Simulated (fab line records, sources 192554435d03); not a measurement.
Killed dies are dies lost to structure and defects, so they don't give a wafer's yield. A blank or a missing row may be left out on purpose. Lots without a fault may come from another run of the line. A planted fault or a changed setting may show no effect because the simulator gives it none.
Which tool did it? | flow n5_finfet | 24 lots, 72 wafers sampled, at 6 steps of a route of 1938

WHAT THE GAUGES READ, wafer by wafer
N5_DUMMY_GATE_CD_MEAS_15: target cd 25.8 nm.
lot  | measured    | on        | cd_nm (nm)
L074 | day 3 00:29 | cd_sem-01 | 25.37 25.23 24.81
L075 | day 3 05:17 | cd_sem-02 | 24.71 24.86 24.91
L076 | day 3 13:58 | cd_sem-03 | 25.20 24.76 25.27
L077 | day 3 18:50 | cd_sem-02 | 24.80 24.85 25.26
L078 | day 3 22:40 | cd_sem-03 | 25.39 24.86 25.30
L079 | day 4 03:59 | cd_sem-01 | 24.75 25.26 25.19
L080 | day 4 09:02 | cd_sem-02 | 25.11 24.52 24.74
L081 | day 4 17:51 | cd_sem-03 | 24.63 25.14 25.23
L082 | day 5 02:20 | cd_sem-01 | 25.26 24.65 25.30
L083 | day 5 09:08 | cd_sem-03 | 25.13 25.13 25.00
L084 | day 5 12:09 | cd_sem-02 | 24.97 25.17 25.36
L085 | day 6 00:33 | cd_sem-01 | 24.99 24.70 25.57
L086 | day 6 04:35 | cd_sem-01 | 25.25 25.00 24.77
L087 | day 6 08:29 | cd_sem-02 | 25.07 24.97 24.82
L088 | day 6 11:26 | cd_sem-02 | 25.03 24.88 24.70
L089 | day 6 16:16 | cd_sem-02 | 24.51 24.37 24.74
L090 | day 6 20:44 | cd_sem-01 | 25.18 24.96 25.36
L091 | day 7 02:53 | cd_sem-03 | 24.55 24.75 24.84
L092 | day 7 16:23 | cd_sem-02 | 24.81 24.60 24.82
L093 | day 7 16:44 | cd_sem-01 | 24.65 24.69 24.96
L094 | day 8 00:33 | cd_sem-03 | 25.06 24.68 25.06
L095 | day 8 10:59 | cd_sem-02 | 25.11 25.18 25.22
L096 | day 8 14:11 | cd_sem-03 | 25.03 24.94 25.07
L097 | day 8 14:54 | cd_sem-02 | 24.94 24.57 25.28

WHICH TOOL RAN EACH LOT (tool, then ch and the chambers of the sampled wafers, then the start)
lot  | N5_FIN_SAQP_FIN_ETCH_36         | N5_FIN_CUT_ETCH_20                | N5_STI_FIN_REVEAL_ETCH_34       | N5_STI_FIN_REVEAL_OXIDATION_33      | N5_DUMMY_GATE_CMP_04
L074 | rie_si-03 ch 0,1, day 2 03:34   | rie_diel-06 ch 1,2,3, day 2 04:39 | rie_si-03 ch 0,1,3, day 2 13:55 | plasma_asher-01 ch 0,1, day 2 14:22 | cmp-01 ch 0,3, day 2 19:59
L075 | rie_si-02 ch 0,1,2, day 2 09:38 | rie_diel-01 ch 1,2,3, day 2 10:22 | rie_si-02 ch 1,3, day 2 19:22   | plasma_asher-02 ch 0,1, day 2 19:47 | cmp-03 ch 0,3, day 3 00:47
L076 | rie_si-05 ch 1,2, day 2 14:11   | rie_diel-01 ch 2,3, day 2 15:37   | rie_si-03 ch 0,2, day 3 04:12   | plasma_asher-02 ch 0,1, day 3 04:39 | cmp-02 ch 0,3, day 3 09:21
L077 | rie_si-02 ch 0,1,3, day 2 22:04 | rie_diel-01 ch 0,1,2, day 2 22:55 | rie_si-03 ch 0,1,3, day 3 09:31 | plasma_asher-01 ch 0,1, day 3 09:56 | cmp-02 ch 0,2,3, day 3 14:12
L078 | rie_si-05 ch 0,1,3, day 3 03:19 | rie_diel-01 ch 2,3, day 3 04:10   | rie_si-02 ch 1,2, day 3 13:22   | plasma_asher-02 ch 0,1, day 3 13:47 | cmp-02 ch 1,2,3, day 3 18:01
L079 | rie_si-02 ch 0,1,3, day 3 09:01 | rie_diel-06 ch 0,3, day 3 09:53   | rie_si-05 ch 0,1, day 3 18:45   | plasma_asher-02 ch 0,1, day 3 19:10 | cmp-02 ch 1,3, day 3 23:26
L080 | rie_si-05 ch 0,1,2, day 3 14:03 | rie_diel-03 ch 0,1,2, day 3 14:54 | rie_si-03 ch 0,2,3, day 3 23:50 | plasma_asher-02 ch 0,1, day 4 00:17 | cmp-02 ch 0,2,3, day 4 04:32
L081 | rie_si-03 ch 0,1,3, day 3 20:44 | rie_diel-01 ch 0,2,3, day 3 22:43 | rie_si-05 ch 1,3, day 4 08:40   | plasma_asher-02 ch 0,1, day 4 09:04 | cmp-01 ch 0,2,3, day 4 13:22
L082 | rie_si-05 ch 1,3, day 4 04:39   | rie_diel-01 ch 0,1,2, day 4 05:34 | rie_si-05 ch 1,2,3, day 4 14:52 | plasma_asher-01 ch 0,1, day 4 15:17 | cmp-01 ch 0,3, day 4 21:40
L083 | rie_si-02 ch 0,2,3, day 4 09:08 | rie_diel-01 ch 0,2, day 4 09:59   | rie_si-03 ch 0,1,2, day 4 19:54 | plasma_asher-02 ch 0,1, day 4 20:22 | cmp-02 ch 0,1,2, day 5 04:40
L084 | rie_si-02 ch 0,2,3, day 4 15:37 | rie_diel-01 ch 0,1,3, day 4 16:28 | rie_si-02 ch 0,1, day 5 02:25   | plasma_asher-01 ch 0,1, day 5 02:50 | cmp-02 ch 1,3, day 5 07:39
L085 | rie_si-05 ch 0,1,3, day 5 05:21 | rie_diel-03 ch 0,1,2, day 5 06:12 | rie_si-03 ch 2,3, day 5 15:21   | plasma_asher-02 ch 0,1, day 5 15:47 | cmp-01 ch 1,2,3, day 5 20:07
L086 | rie_si-05 ch 1,2, day 5 06:55   | rie_diel-06 ch 0,1,2, day 5 07:39 | rie_si-02 ch 0,1,3, day 5 16:37 | plasma_asher-01 ch 0,1, day 5 17:01 | cmp-03 ch 0,1,2, day 5 21:34
L087 | rie_si-02 ch 0,1,3, day 5 10:19 | rie_diel-01 ch 0,1,2, day 5 11:03 | rie_si-02 ch 1,2,3, day 5 20:07 | plasma_asher-02 ch 0,1, day 5 20:32 | cmp-02 ch 0,2,3, day 6 01:09
L088 | rie_si-05 ch 1,2,3, day 5 14:38 | rie_diel-01 ch 0,1,3, day 5 15:22 | rie_si-03 ch 1,2,3, day 6 00:26 | plasma_asher-01 ch 0,1, day 6 00:50 | cmp-02 ch 0,1,3, day 6 06:53
L089 | rie_si-03 ch 0,2,3, day 5 19:49 | rie_diel-03 ch 0,2,3, day 5 20:40 | rie_si-03 ch 0,1,3, day 6 06:28 | plasma_asher-02 ch 0,1, day 6 06:53 | cmp-01 ch 0,2,3, day 6 11:44
L090 | rie_si-03 ch 0,2, day 6 01:32   | rie_diel-01 ch 1,3, day 6 02:24   | rie_si-02 ch 0,1, day 6 11:29   | plasma_asher-01 ch 0,1, day 6 11:55 | cmp-02 ch 0,2,3, day 6 16:12
L091 | rie_si-02 ch 0,3, day 6 07:59   | rie_diel-01 ch 0,1,3, day 6 08:43 | rie_si-02 ch 1,2, day 6 17:40   | plasma_asher-02 ch 0,1, day 6 18:05 | cmp-01 ch 0,2,3, day 6 22:22
L092 | rie_si-05 ch 0,2,3, day 6 14:49 | rie_diel-03 ch 1,2, day 6 15:34   | rie_si-05 ch 1,3, day 7 00:32   | plasma_asher-02 ch 1, day 7 01:16   | cmp-03 ch 2,3, day 7 06:50
L093 | rie_si-02 ch 2,3, day 6 20:41   | rie_diel-06 ch 2,3, day 6 21:53   | rie_si-02 ch 2,3, day 7 07:13   | plasma_asher-01 ch 0,1, day 7 07:52 | cmp-03 ch 0,2,3, day 7 12:09
L094 | rie_si-05 ch 0,1,2, day 7 04:08 | rie_diel-06 ch 0,1,3, day 7 04:52 | rie_si-05 ch 0,1,3, day 7 13:52 | plasma_asher-02 ch 0,1, day 7 14:16 | cmp-03 ch 0,1,2, day 7 20:01
L095 | rie_si-03 ch 0,3, day 7 09:17   | rie_diel-01 ch 1,2, day 7 10:43   | rie_si-05 ch 0,1,3, day 7 19:52 | plasma_asher-01 ch 0,1, day 7 20:18 | cmp-03 ch 0,3, day 8 06:19
L096 | rie_si-02 ch 0,3, day 7 13:38   | rie_diel-06 ch 0,2,3, day 7 14:30 | rie_si-03 ch 1,2, day 7 23:50   | plasma_asher-01 ch 0,1, day 8 00:25 | cmp-01 ch 0,1,2, day 8 06:32
L097 | rie_si-03 ch 1,3, day 7 19:27   | rie_diel-01 ch 0,1,3, day 7 20:11 | rie_si-05 ch 0,1,2, day 8 05:22 | plasma_asher-01 ch 1, day 8 05:47   | cmp-01 ch 0,1,2, day 8 10:02
- N5_FIN_SAQP_FIN_ETCH_36: etches the open film in HBr/Cl2/O2, target depth 120 nm, time 50.4 s.
- N5_FIN_CUT_ETCH_20: etches SiARC in CF4, target depth 26 nm, time 43.3 s.
- N5_STI_FIN_REVEAL_ETCH_34: etches Si in H2, material Si, target depth 0.97 nm.
- N5_STI_FIN_REVEAL_OXIDATION_33: chemistry O2 PLASMA REMOTE, time 20 s.
- N5_DUMMY_GATE_CMP_04: polishes a-Si.

WHAT THE TOOLS THEMSELVES READ (means of the sampled wafers that have a number; where no wafer has one, the mark that the record gives instead)
N5_FIN_SAQP_FIN_ETCH_36.
lot  | tool      | drypump_motor_current_A (A) | oes_product_au (a.u.) | throttle_valve_pct (%)
L074 | rie_si-03 | 5.3                         | 0.988                 | 35.8
L075 | rie_si-02 | 5.4                         | 0.993                 | 35.9
L076 | rie_si-05 | 6.2                         | 0.991                 | 36.0
L077 | rie_si-02 | 5.2                         | 0.994                 | 35.6
L078 | rie_si-05 | 5.4                         | 0.998                 | 36.1
L079 | rie_si-02 | 5.2                         | 0.995                 | 35.6
L080 | rie_si-05 | 5.8                         | 0.997                 | 36.0
L081 | rie_si-03 | 5.6                         | 0.994                 | 36.0
L082 | rie_si-05 | 5.5                         | 0.985                 | 36.2
L083 | rie_si-02 | 5.7                         | 0.988                 | 35.9
L084 | rie_si-02 | 5.7                         | 0.984                 | 35.9
L085 | rie_si-05 | 5.4                         | 0.993                 | 36.1
L086 | rie_si-05 | 5.9                         | 1.000                 | 35.9
L087 | rie_si-02 | 5.2                         | 0.994                 | 35.6
L088 | rie_si-05 | 5.8                         | 0.997                 | 36.1
L089 | rie_si-03 | 5.9                         | 0.996                 | 36.3
L090 | rie_si-03 | 5.9                         | 1.018                 | 36.5
L091 | rie_si-02 | 5.2                         | 0.984                 | 36.2
L092 | rie_si-05 | 5.7                         | 1.000                 | 36.2
L093 | rie_si-02 | 6.2                         | 0.990                 | 35.7
L094 | rie_si-05 | 5.8                         | 1.006                 | 36.0
L095 | rie_si-03 | 5.9                         | 0.988                 | 36.2
L096 | rie_si-02 | 5.5                         | 0.976                 | 35.6
L097 | rie_si-03 | 5.4                         | 0.993                 | 35.7

N5_FIN_CUT_ETCH_20.
lot  | tool        | drypump_motor_current_A (A) | etch_rf_on_time_s (s) | oes_product_au (a.u.) | rf_vpp_V (V) | showerhead_plenum_p_Torr (Torr) | throttle_valve_pct (%)
L074 | rie_diel-06 | 6.0                         | 43.2                  | 0.64                  | 183.0        | 2.05                            | 15.73
L075 | rie_diel-01 | 5.4                         | 43.5                  | 0.66                  | 185.9        | 2.20                            | 15.84
L076 | rie_diel-01 | 5.4                         | 44.0                  | 0.66                  | 185.2        | 2.21                            | 15.71
L077 | rie_diel-01 | 5.5                         | 44.0                  | 0.63                  | 184.7        | 2.19                            | 15.83
L078 | rie_diel-01 | 5.4                         | 43.1                  | 0.68                  | 184.8        | 2.19                            | 15.83
L079 | rie_diel-06 | 6.3                         | 42.0                  | 0.68                  | 182.7        | 2.03                            | 15.26
L080 | rie_diel-03 | 6.3                         | 44.3                  | 0.63                  | 183.9        | 2.18                            | 15.87
L081 | rie_diel-01 | 5.4                         | 44.0                  | 0.65                  | 183.9        | 2.18                            | 15.82
L082 | rie_diel-01 | 5.5                         | 43.9                  | 0.62                  | 185.0        | 2.19                            | 15.84
L083 | rie_diel-01 | 5.4                         | 44.3                  | 0.63                  | 185.0        | 2.19                            | 15.74
L084 | rie_diel-01 | 5.5                         | 43.3                  | 0.63                  | 185.6        | 2.17                            | 15.95
L085 | rie_diel-03 | 6.2                         | 44.9                  | 0.62                  | 185.3        | 2.17                            | 15.89
L086 | rie_diel-06 | 6.2                         | 43.0                  | 0.68                  | 184.6        | 2.14                            | 15.59
L087 | rie_diel-01 | 5.5                         | 43.8                  | 0.61                  | 184.1        | 2.19                            | 15.86
L088 | rie_diel-01 | 5.5                         | 43.3                  | 0.63                  | 183.6        | 2.17                            | 15.96
L089 | rie_diel-03 | 5.9                         | 44.7                  | 0.64                  | 184.4        | 2.18                            | 15.66
L090 | rie_diel-01 | 5.5                         | 42.5                  | 0.63                  | 184.8        | 2.19                            | 16.02
L091 | rie_diel-01 | 5.5                         | 42.9                  | 0.64                  | 184.5        | 2.17                            | 15.97
L092 | rie_diel-03 | 6.6                         | 43.9                  | 0.60                  | 183.3        | 2.11                            | 15.93
L093 | rie_diel-06 | 5.8                         | 41.9                  | 0.66                  | 182.6        | 2.03                            | 15.57
L094 | rie_diel-06 | 6.3                         | 42.0                  | 0.70                  | 183.5        | 2.10                            | 15.37
L095 | rie_diel-01 | 5.5                         | 43.1                  | 0.61                  | 184.4        | 2.20                            | 15.93
L096 | rie_diel-06 | 6.0                         | 42.5                  | 0.64                  | 182.6        | 2.04                            | 15.58
L097 | rie_diel-01 | 5.5                         | 42.6                  | 0.62                  | 183.8        | 2.17                            | 16.01

N5_STI_FIN_REVEAL_ETCH_34.
lot  | tool      | drypump_motor_current_A (A) | oes_product_au (a.u.) | throttle_valve_pct (%)
L074 | rie_si-03 | 5.6                         | 0.988                 | 25.8
L075 | rie_si-02 | 5.2                         | 1.011                 | 25.0
L076 | rie_si-03 | 6.0                         | 1.016                 | 26.2
L077 | rie_si-03 | 5.6                         | 0.987                 | 25.8
L078 | rie_si-02 | 5.4                         | 1.029                 | 25.2
L079 | rie_si-05 | 5.6                         | 0.994                 | 25.4
L080 | rie_si-03 | 5.9                         | 0.994                 | 26.0
L081 | rie_si-05 | 5.5                         | 1.008                 | 26.0
L082 | rie_si-05 | 5.8                         | 1.012                 | 25.6
L083 | rie_si-03 | 5.6                         | 1.005                 | 25.9
L084 | rie_si-02 | 4.9                         | 1.015                 | 26.5
L085 | rie_si-03 | 6.0                         | 0.995                 | 25.7
L086 | rie_si-02 | 5.2                         | 1.012                 | 25.7
L087 | rie_si-02 | 5.7                         | 1.002                 | 25.1
L088 | rie_si-03 | 5.7                         | 1.000                 | 25.6
L089 | rie_si-03 | 5.6                         | 0.977                 | 25.8
L090 | rie_si-02 | 4.9                         | 1.026                 | 25.8
L091 | rie_si-02 | 5.4                         | 1.023                 | 25.2
L092 | rie_si-05 | 5.6                         | 0.999                 | 25.7
L093 | rie_si-02 | 6.2                         | 0.985                 | 25.3
L094 | rie_si-05 | 5.4                         | 1.003                 | 25.7
L095 | rie_si-05 | 5.4                         | 1.003                 | 25.7
L096 | rie_si-03 | 5.7                         | 1.011                 | 25.8
L097 | rie_si-05 | 5.8                         | 0.999                 | 25.3

N5_STI_FIN_REVEAL_OXIDATION_33.
lot  | tool            | drypump_motor_current_A (A) | heater_power_w (W)
L074 | plasma_asher-01 | 5.41                        | 153
L075 | plasma_asher-02 | 5.60                        | 148
L076 | plasma_asher-02 | 5.64                        | 147
L077 | plasma_asher-01 | 5.39                        | 153
L078 | plasma_asher-02 | 5.60                        | 147
L079 | plasma_asher-02 | 5.63                        | 144
L080 | plasma_asher-02 | 5.60                        | 144
L081 | plasma_asher-02 | 5.60                        | 149
L082 | plasma_asher-01 | 5.55                        | 141
L083 | plasma_asher-02 | 5.58                        | 149
L084 | plasma_asher-01 | 5.41                        | 153
L085 | plasma_asher-02 | 5.62                        | 146
L086 | plasma_asher-01 | 5.56                        | 142
L087 | plasma_asher-02 | 5.62                        | 146
L088 | plasma_asher-01 | 5.41                        | 153
L089 | plasma_asher-02 | 5.59                        | 150
L090 | plasma_asher-01 | 5.43                        | 154
L091 | plasma_asher-02 | 5.59                        | 150
L092 | plasma_asher-02 | 5.54                        | 151
L093 | plasma_asher-01 | 5.41                        | 149
L094 | plasma_asher-02 | 5.62                        | 150
L095 | plasma_asher-01 | 5.56                        | 143
L096 | plasma_asher-01 | 5.57                        | 140
L097 | plasma_asher-01 | 5.70                        | 130

N5_DUMMY_GATE_CMP_04.
lot  | tool   | motor_current_A (A) | time_to_endpoint_s (s)
L074 | cmp-01 | 11.4                | 15.6
L075 | cmp-03 | 10.0                | 11.3
L076 | cmp-02 | 9.9                 | 12.7
L077 | cmp-02 | 9.3                 | 15.0
L078 | cmp-02 | 9.7                 | 12.5
L079 | cmp-02 | 11.2                | 16.2
L080 | cmp-02 | 9.4                 | 14.5
L081 | cmp-01 | 10.4                | 14.3
L082 | cmp-01 | 11.2                | 14.9
L083 | cmp-02 | 9.6                 | 13.5
L084 | cmp-02 | 10.6                | 14.5
L085 | cmp-01 | 9.9                 | 11.0
L086 | cmp-03 | 11.6                | 12.8
L087 | cmp-02 | 9.5                 | 15.3
L088 | cmp-02 | 10.4                | 14.9
L089 | cmp-01 | 10.7                | 15.1
L090 | cmp-02 | 9.0                 | 16.6
L091 | cmp-01 | 10.1                | 16.3
L092 | cmp-03 | 11.8                | 14.9
L093 | cmp-03 | 10.9                | 13.1
L094 | cmp-03 | 10.7                | 14.5
L095 | cmp-03 | 10.2                | 13.9
L096 | cmp-01 | 10.3                | 13.9
L097 | cmp-01 | 9.9                 | 10.0

THE ANSWER, worked out from the rows above alone
Rule: what is usual is taken from the lots themselves. Put in order of their means at a reading, lots are off if they are a third of the lots or fewer, leave a main group of 4 or more, and stand apart from it by a gap of 3 or more times the standard deviation of the main group's means; of several such gaps the widest counts. A main group whose means are all the same, to the digits that the tables above print for the reading, isn't used. A lot without any number at a reading at which 4 lots or more have one is off too. The other lots that the step has rows for count as sound. The gauges are gone through in route order, then the tools' own readings, and for those a lot's mean is taken as printed above. The first step at which some lot is off is used, and at that step the reading that is off furthest; a lot without a number counts as furthest.
No lot is off at any reading shown: from this, nothing can be told.

WHAT THE SIMULATOR HAD PUT IN
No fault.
